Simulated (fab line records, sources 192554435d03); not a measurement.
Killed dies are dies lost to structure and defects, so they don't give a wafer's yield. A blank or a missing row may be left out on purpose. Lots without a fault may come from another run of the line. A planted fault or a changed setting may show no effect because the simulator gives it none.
Which tool did it? | flow n5_finfet | 24 lots, 72 wafers sampled, at 5 steps of a route of 1938

WHAT THE GAUGES READ, wafer by wafer
N5_BEOL_M4_INSPECT_30: inspects for defects (brightfield). Usual: raw_defect_count 431, standard deviation 100.
lot  | measured     | on                | raw_defect_count | flag
L074 | day 7 12:06  | defect_inspect-02 | 523 497 552      |
L075 | day 8 02:16  | defect_inspect-02 | 320 371 417      |
L076 | day 8 09:59  | defect_inspect-02 | 334 407 381      |
L077 | day 8 15:57  | defect_inspect-02 | 467 334 558      |
L078 | day 8 22:16  | defect_inspect-01 | 399 355 410      |
L079 | day 9 15:35  | defect_inspect-01 | 293 339 422      |
L080 | day 9 16:18  | defect_inspect-01 | 449 454 547      |
L081 | day 9 20:21  | defect_inspect-02 | 430 447 353      |
L082 | day 9 23:22  | defect_inspect-01 | 399 410 423      |
L083 | day 10 02:23 | defect_inspect-01 | 391 459 444      |
L084 | day 10 03:46 | defect_inspect-02 | 465 506 457      |
L085 | day 10 07:50 | defect_inspect-01 | 477 383 335      |
L086 | day 10 23:00 | defect_inspect-02 | 407 377 467      |
L087 | day 11 00:17 | defect_inspect-01 | 415 398 474      |
L088 | day 11 12:07 | defect_inspect-02 | 454 327 444      |
L089 | day 11 16:59 | defect_inspect-01 | 243 430 484      |
L090 | day 11 18:01 | defect_inspect-02 | 328 295 473      |
L093 | day 12 05:35 | defect_inspect-02 | 430 425 387      |
L091 | day 12 11:19 | defect_inspect-01 | 847 445 462      |
L094 | day 13 13:01 | defect_inspect-02 | 460 494 469      |
L096 | day 13 15:28 | defect_inspect-02 | 564 885 561      |
L092 | day 13 17:54 | defect_inspect-02 | 545 504 584      |
L095 | day 13 18:36 | defect_inspect-02 | 372 310 308      |
L097 | day 13 18:52 | defect_inspect-01 | 347 363 534      |

WHICH TOOL RAN EACH LOT (tool, then ch and the chambers of the sampled wafers, then the start)
lot  | N5_BEOL_M3_SPUTTER_86        | N5_BEOL_M3_ANNEAL_87         | N5_BEOL_M3_ANNEAL_91         | N5_BEOL_M4_STRIP_19
L074 | pvd_sputter-01, day 7 07:18  | pvd_sputter-01, day 7 07:23  | pvd_sputter-01, day 7 07:49  | rie_diel-04 ch 0,2,3, day 7 11:37
L075 | pvd_sputter-02, day 7 19:34  | pvd_sputter-02, day 7 19:38  | pvd_sputter-02, day 7 20:05  | rie_diel-04 ch 0,3, day 8 01:40
L076 | pvd_sputter-03, day 8 05:13  | pvd_sputter-03, day 8 05:17  | pvd_sputter-03, day 8 05:44  | rie_diel-01 ch 0,2,3, day 8 09:30
L077 | pvd_sputter-01, day 8 11:12  | pvd_sputter-01, day 8 11:17  | pvd_sputter-01, day 8 11:43  | rie_diel-02 ch 0,2,3, day 8 15:20
L078 | pvd_sputter-02, day 8 15:55  | pvd_sputter-02, day 8 16:00  | pvd_sputter-02, day 8 16:26  | rie_diel-04 ch 2,3, day 8 21:48
L079 | pvd_sputter-02, day 9 10:13  | pvd_sputter-02, day 9 10:18  | pvd_sputter-02, day 9 10:44  | rie_diel-01 ch 0,1,3, day 9 15:07
L080 | pvd_sputter-02, day 9 12:14  | pvd_sputter-02, day 9 12:19  | pvd_sputter-02, day 9 12:46  | rie_diel-01 ch 0,2,3, day 9 15:47
L081 | pvd_sputter-03, day 9 15:48  | pvd_sputter-03, day 9 15:53  | pvd_sputter-03, day 9 16:19  | rie_diel-02 ch 1,2, day 9 19:44
L082 | pvd_sputter-01, day 9 16:37  | pvd_sputter-01, day 9 16:41  | pvd_sputter-01, day 9 17:08  | rie_diel-02 ch 0,2,3, day 9 22:46
L083 | pvd_sputter-03, day 9 19:59  | pvd_sputter-03, day 9 20:04  | pvd_sputter-03, day 9 20:30  | rie_diel-01 ch 1,2, day 10 01:53
L084 | pvd_sputter-03, day 9 23:17  | pvd_sputter-03, day 9 23:22  | pvd_sputter-03, day 9 23:48  | rie_diel-04 ch 2,3, day 10 03:13
L085 | pvd_sputter-01, day 10 03:07 | pvd_sputter-01, day 10 03:11 | pvd_sputter-01, day 10 03:38 | rie_diel-01 ch 0,2,3, day 10 07:20
L086 | pvd_sputter-01, day 10 16:50 | pvd_sputter-01, day 10 16:55 | pvd_sputter-01, day 10 17:21 | rie_diel-02 ch 0,2,3, day 10 22:24
L087 | pvd_sputter-03, day 10 19:43 | pvd_sputter-03, day 10 19:47 | pvd_sputter-03, day 10 20:14 | rie_diel-04 ch 0,1,3, day 10 23:48
L088 | pvd_sputter-03, day 11 07:43 | pvd_sputter-03, day 11 07:47 | pvd_sputter-03, day 11 08:14 | rie_diel-04 ch 0,2,3, day 11 11:29
L089 | pvd_sputter-03, day 11 12:14 | pvd_sputter-03, day 11 12:19 | pvd_sputter-03, day 11 12:46 | rie_diel-04 ch 0,3, day 11 16:22
L090 | pvd_sputter-02, day 11 12:41 | pvd_sputter-02, day 11 12:46 | pvd_sputter-02, day 11 13:12 | rie_diel-01 ch 0,3, day 11 17:32
L093 | pvd_sputter-03, day 11 23:35 | pvd_sputter-03, day 11 23:40 | pvd_sputter-03, day 12 00:06 | rie_diel-01 ch 1,2, day 12 04:59
L091 | pvd_sputter-03, day 12 05:35 | pvd_sputter-03, day 12 05:40 | pvd_sputter-03, day 12 06:07 | rie_diel-02 ch 0,2, day 12 10:50
L094 | pvd_sputter-01, day 13 09:02 | pvd_sputter-01, day 13 09:07 | pvd_sputter-01, day 13 09:34 | rie_diel-01 ch 0,2, day 13 12:33
L096 | pvd_sputter-03, day 13 09:46 | pvd_sputter-03, day 13 09:50 | pvd_sputter-03, day 13 10:17 | rie_diel-02 ch 1,3, day 13 14:59
L092 | pvd_sputter-02, day 13 12:16 | pvd_sputter-02, day 13 12:20 | pvd_sputter-02, day 13 12:47 | rie_diel-04 ch 0,1,2, day 13 17:18
L095 | pvd_sputter-03, day 13 12:43 | pvd_sputter-03, day 13 12:48 | pvd_sputter-03, day 13 13:14 | rie_diel-04 ch 0,1,3, day 13 17:57
L097 | pvd_sputter-02, day 13 14:06 | pvd_sputter-02, day 13 14:11 | pvd_sputter-02, day 13 14:37 | rie_diel-02 ch 0,3, day 13 18:16
- N5_BEOL_M3_SPUTTER_86: material Cu, target thk 4.5 nm, time 8.29 s.
- N5_BEOL_M3_ANNEAL_87: time 240 s.
- N5_BEOL_M3_ANNEAL_91: time 240 s.
- N5_BEOL_M4_STRIP_19: strips in O2.

WHAT THE TOOLS THEMSELVES READ (means of the sampled wafers that have a number; where no wafer has one, the mark that the record gives instead)
N5_BEOL_M3_SPUTTER_86. Usual: chamber_pressure_pa 0.07 Pa, standard deviation 0.00012; throttle_valve_pct 29.8 %, standard deviation 0.96.
lot  | tool           | chamber_pressure_pa (Pa) | throttle_valve_pct (%) | flag
L074 | pvd_sputter-01 | 0.07                     | 30.2                   |
L075 | pvd_sputter-02 | 0.07                     | 30.2                   |
L076 | pvd_sputter-03 | 0.07                     | 28.6                   |
L077 | pvd_sputter-01 | 0.07                     | 29.9                   |
L078 | pvd_sputter-02 | 0.07                     | 30.8                   |
L079 | pvd_sputter-02 | 0.07                     | 30.9                   |
L080 | pvd_sputter-02 | 0.07                     | 30.9                   |
L081 | pvd_sputter-03 | 0.07                     | 29.5                   |
L082 | pvd_sputter-01 | 0.07                     | 30.3                   |
L083 | pvd_sputter-03 | 0.07                     | 29.2                   |
L084 | pvd_sputter-03 | 0.07                     | 28.6                   |
L085 | pvd_sputter-01 | 0.07                     | 29.8                   |
L086 | pvd_sputter-01 | 0.07                     | 30.1                   |
L087 | pvd_sputter-03 | 0.07                     | 29.0                   |
L088 | pvd_sputter-03 | 0.07                     | 28.8                   |
L089 | pvd_sputter-03 | 0.07                     | 29.8                   |
L090 | pvd_sputter-02 | 0.07                     | 29.7                   |
L093 | pvd_sputter-03 | 0.07                     | 28.9                   |
L091 | pvd_sputter-03 | 0.07                     | 29.4                   |
L094 | pvd_sputter-01 | 0.07                     | 30.2                   |
L096 | pvd_sputter-03 | 0.07                     | 29.2                   |
L092 | pvd_sputter-02 | 0.07                     | 30.2                   |
L095 | pvd_sputter-03 | 0.07                     | 29.0                   |
L097 | pvd_sputter-02 | 0.07                     | 30.5                   |

N5_BEOL_M3_ANNEAL_87. Usual: heater_power_w 824 W, standard deviation 85.
lot  | tool           | heater_power_w (W) | flag
L074 | pvd_sputter-01 | 817                |
L075 | pvd_sputter-02 | 760                |
L076 | pvd_sputter-03 | 850                |
L077 | pvd_sputter-01 | 773                |
L078 | pvd_sputter-02 | 796                |
L079 | pvd_sputter-02 | 730                |
L080 | pvd_sputter-02 | 784                |
L081 | pvd_sputter-03 | 758                |
L082 | pvd_sputter-01 | 782                |
L083 | pvd_sputter-03 | 816                |
L084 | pvd_sputter-03 | 824                |
L085 | pvd_sputter-01 | 853                |
L086 | pvd_sputter-01 | 804                |
L087 | pvd_sputter-03 | 780                |
L088 | pvd_sputter-03 | 814                |
L089 | pvd_sputter-03 | 894                |
L090 | pvd_sputter-02 | 840                |
L093 | pvd_sputter-03 | 773                |
L091 | pvd_sputter-03 | 967                |
L094 | pvd_sputter-01 | 815                |
L096 | pvd_sputter-03 | 884                |
L092 | pvd_sputter-02 | 835                |
L095 | pvd_sputter-03 | 894                |
L097 | pvd_sputter-02 | 773                |

N5_BEOL_M3_ANNEAL_91. Usual: heater_power_w 823 W, standard deviation 82.
lot  | tool           | heater_power_w (W) | flag
L074 | pvd_sputter-01 | 822                |
L075 | pvd_sputter-02 | 768                |
L076 | pvd_sputter-03 | 857                |
L077 | pvd_sputter-01 | 758                |
L078 | pvd_sputter-02 | 778                |
L079 | pvd_sputter-02 | 730                |
L080 | pvd_sputter-02 | 779                |
L081 | pvd_sputter-03 | 762                |
L082 | pvd_sputter-01 | 790                |
L083 | pvd_sputter-03 | 816                |
L084 | pvd_sputter-03 | 823                |
L085 | pvd_sputter-01 | 843                |
L086 | pvd_sputter-01 | 807                |
L087 | pvd_sputter-03 | 780                |
L088 | pvd_sputter-03 | 815                |
L089 | pvd_sputter-03 | 881                |
L090 | pvd_sputter-02 | 843                |
L093 | pvd_sputter-03 | 776                |
L091 | pvd_sputter-03 | 963                |
L094 | pvd_sputter-01 | 810                |
L096 | pvd_sputter-03 | 891                |
L092 | pvd_sputter-02 | 851                |
L095 | pvd_sputter-03 | 886                |
L097 | pvd_sputter-02 | 788                |

N5_BEOL_M4_STRIP_19. Usual: drypump_motor_current_A 5.7 A, standard deviation 0.47; oes_product_au 0.80 a.u., standard deviation 0.063; rf_vpp_V 3.7 V, standard deviation 0.48; showerhead_plenum_p_Torr 2.08 Torr, standard deviation 0.077; throttle_valve_pct 16.62 %, standard deviation 0.11.
lot  | tool        | drypump_motor_current_A (A) | oes_product_au (a.u.) | rf_vpp_V (V) | showerhead_plenum_p_Torr (Torr) | throttle_valve_pct (%) | flag
L074 | rie_diel-04 | 5.4                         | 0.89                  | 3.4          | 2.10                            | 16.45                  |
L075 | rie_diel-04 | 5.9                         | 0.87                  | 4.4          | 2.06                            | 16.48                  |
L076 | rie_diel-01 | 6.0                         | 0.79                  | 3.5          | 2.06                            | 16.63                  |
L077 | rie_diel-02 | 5.6                         | 0.78                  | 3.4          | 2.10                            | 16.58                  |
L078 | rie_diel-04 | 5.0                         | 0.86                  | 3.2          | 2.13                            | 16.45                  |
L079 | rie_diel-01 | 5.8                         | 0.83                  | 3.9          | 2.10                            | 16.63                  |
L080 | rie_diel-01 | 6.0                         | 0.79                  | 3.8          | 2.05                            | 16.66                  |
L081 | rie_diel-02 | 5.8                         | 0.82                  | 3.5          | 2.01                            | 16.67                  |
L082 | rie_diel-02 | 5.6                         | 0.78                  | 3.8          | 2.09                            | 16.60                  |
L083 | rie_diel-01 | 5.5                         | 0.81                  | 3.5          | 2.16                            | 16.67                  |
L084 | rie_diel-04 | 5.0                         | 0.85                  | 3.8          | 2.12                            | 16.48                  |
L085 | rie_diel-01 | 6.0                         | 0.78                  | 3.0          | 2.05                            | 16.66                  |
L086 | rie_diel-02 | 5.6                         | 0.76                  | 3.6          | 2.09                            | 16.61                  |
L087 | rie_diel-04 | 5.7                         | 0.80                  | 3.9          | 2.05                            | 16.61                  |
L088 | rie_diel-04 | 5.5                         | 0.83                  | 3.8          | 2.09                            | 16.52                  |
L089 | rie_diel-04 | 5.9                         | 0.82                  | 3.6          | 2.05                            | 16.55                  |
L090 | rie_diel-01 | 6.2                         | 0.78                  | 3.2          | 2.02                            | 16.67                  |
L093 | rie_diel-01 | 5.4                         | 0.79                  | 3.8          | 2.15                            | 16.70                  |
L091 | rie_diel-02 | 5.5                         | 0.78                  | 3.6          | 2.03                            | 16.71                  |
L094 | rie_diel-01 | 6.0                         | 0.78                  | 3.4          | 2.05                            | 16.69                  |
L096 | rie_diel-02 | 6.0                         | 0.73                  | 3.6          | 2.11                            | 16.59                  |
L092 | rie_diel-04 | 5.4                         | 0.79                  | 3.8          | 2.04                            | 16.57                  |
L095 | rie_diel-04 | 5.7                         | 0.78                  | 3.3          | 2.04                            | 16.64                  |
L097 | rie_diel-02 | 5.4                         | 0.69                  | 3.8          | 2.09                            | 16.68                  |

THE ANSWER, worked out from the rows above alone
Rule: a lot is off if the mean of its wafers that have a number lies more than 3 standard deviations from the usual mean. A lot without any number at a reading at which 4 lots or more have one is off too. The other lots that the step has rows for count as sound. The gauges are gone through in route order, then the tools' own readings, and for those a lot's mean is taken as printed above. The first step at which some lot is off is used, and at that step the reading that is off furthest; a lot without a number counts as furthest.
No lot is off at any reading shown: from this, nothing can be told.

WHAT THE SIMULATOR HAD PUT IN
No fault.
